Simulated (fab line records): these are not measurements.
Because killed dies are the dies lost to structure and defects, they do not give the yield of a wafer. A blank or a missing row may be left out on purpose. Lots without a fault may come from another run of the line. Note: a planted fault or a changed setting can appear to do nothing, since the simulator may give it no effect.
8D (eight disciplines) problem report, filled in by code | flow nandHarc | the parts of the form that need people (team, actions taken, sign-off) are left out

== 1. THE PROBLEM ==
Mean of thkNm at NHARC_A_ONON_D1_THK_MEAS_08: 662 nm across 6 wafers in 2 lots; on wafers with no fault it is 998 nm (standard deviation 10). That is -34 standard deviations from the usual mean.
The step: measures by ellipsometry.
First observed at day 11 15:01: wafer L676.2, on filmMetro-02. Wafers with a number at this step in the record: 42, from 14 lots. The rule behind "out" and "out of limits": a value lying over 4 standard deviations away from the usual mean. Any other wafer with a number is counted as sound.

== 2. WHAT IT IS, WHAT IT ISN'T ==
question                    | is                     | is not
which readings at this step | thkNm                  | -
which lots                  | L676, L679             | L660, L661, L664, L665, L666, L667, L669, L670, L671, L672, L674, L682
which wafers of those lots  | all that have a number | -
read on which gauges        | filmMetro-02           | filmMetro-01
when                        | from day 11 15:01      | up to then (33 sound wafers); but 3 sound wafers of L682 came after

== 3. WHAT RULES OUT EACH SUSPECT ==
Counting: a tool at a process step up to the reading stays a suspect if it ran every lot that is out and no sound lot after the first of them.
- the gauge at NHARC_A_ONON_D1_THK_MEAS_08 is ruled out. All the wafers that are out were read on filmMetro-02, but those of them that NHARC_END_SORT_01 has rows for are out there too, on other tools.
- pecvdOnon-03 at NHARC_A_ONON_D1_DEP_06 (target thk 1000 nm): kept. It ran every lot that is out, first L676 (day 11 14:33), and no sound lot after that; its last sound lot up to then is L670 (day 10 06:22).
Remaining after the count: pecvdOnon-03 at NHARC_A_ONON_D1_DEP_06.

== 4. THE CAUSE (what the simulator had put in) ==
pecvdOnon-03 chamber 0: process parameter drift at NHARC_A_ONON_D1_DEP_06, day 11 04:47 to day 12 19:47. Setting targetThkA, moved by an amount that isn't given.
Only this tool survived the counting.

== 5. THE EFFECT CHAIN, in route order ==
One row per reading whose mean, taken over the struck wafers that have a number, lies over 3 standard deviations from the usual. Only readings for which the record gives a usual standard deviation are gone through. hours: the time from each lot's start at the first step in this table that gives one to its start at this step, as a median over the lots. sigmas: the change in usual standard deviations.
hours | step                        | reading       | usual  | on struck wafers | change | sigmas
0     | NHARC_A_ONON_D1_THK_MEAS_08 | thkNm         | 998 nm | 662              | -336   | -34
288   | NHARC_END_SORT_01           | killedAtArray | 21     | 674              | +652   | +73
288   | NHARC_END_SORT_01           | killedDies    | 26     | 677              | +651   | +73

== 6. HOW IT WOULD HAVE BEEN CAUGHT EARLIER ==
Counted from the fault's start at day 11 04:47, it took 10 hours until the first out-of-limits reading at a measuring or inspecting step in this record, taken at day 11 15:01.
Of the tool readings at NHARC_A_ONON_D1_DEP_06 for which the record gives a usual standard deviation, none was out on any struck wafer, so an alarm limit of 4 standard deviations on them would not have fired.
Lots out: 2; of these, L679 started NHARC_A_ONON_D1_DEP_06 on pecvdOnon-03 after day 11 15:01. A tool hold placed at that time would have kept it from harm.
